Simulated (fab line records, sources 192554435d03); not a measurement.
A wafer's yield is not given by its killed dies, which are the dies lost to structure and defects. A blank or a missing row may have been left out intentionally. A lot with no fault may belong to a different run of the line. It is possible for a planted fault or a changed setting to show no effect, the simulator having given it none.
Chamber matching + flow n5Finfet + 4 sister chambers for N5_MOL_CONTACT_COAG_ALD_20 on aldMetal-02
The step deposits TiN, target thk 1.5 nm, pulse time 1 s, purge time 3 s. 4 wafers are shown with their chamber, then 8 later ones without.

== WAFERS, EACH WITH ITS CHAMBER ==
| wafer  | chamber | heaterPowerW (W) |
|--------|---------|------------------|
| L985.2 | 0       | 973              |
| L988.3 | 1       | 855              |
| L988.5 | 2       | 841              |
| L990.1 | 3       | 854              |

== WAFERS WHOSE CHAMBER IS MISSING ==
| wafer  | heaterPowerW (W) |
|--------|------------------|
| L990.2 | 974              |
| L990.3 | 871              |
| L994.1 | 830              |
| L994.2 | 954              |
| L994.4 | 862              |
| L995.2 | 948              |
| L995.4 | 826              |
| L995.5 | 876              |

== EACH ONE'S CHAMBER ==
| wafer  | from the rows above          | in truth |
|--------|------------------------------|----------|
| L990.2 | 0                            | 0        |
| L990.3 | can't be placed: 1 or 3 or 2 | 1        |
| L994.1 | can't be placed: 2 or 3 or 1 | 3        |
| L994.2 | 0                            | 0        |
| L994.4 | can't be placed: 1 or 3 or 2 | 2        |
| L995.2 | 0                            | 0        |
| L995.4 | can't be placed: 2 or 3 or 1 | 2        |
| L995.5 | can't be placed: 1 or 3 or 2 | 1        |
3 of 8 placed correctly. Can't be placed from these rows: 5 (the true chamber is among the candidates in 5). Placed wrongly: 0.
How it was worked out, from the rows above alone: a wafer's distance from a chamber is the root of the sum, over the readings, of the square of ((its reading less the chamber's mean) divided by the reading's scatter). If the next closest chamber is less than 2 further off than the closest, the wafer can't be placed; otherwise it belongs to the closest. Each chamber's mean is taken over the wafers shown for it. The scatter (one wafer shown for each chamber): square how far every hidden wafer sits from the nearest shown wafer, average those squares and take the square root.
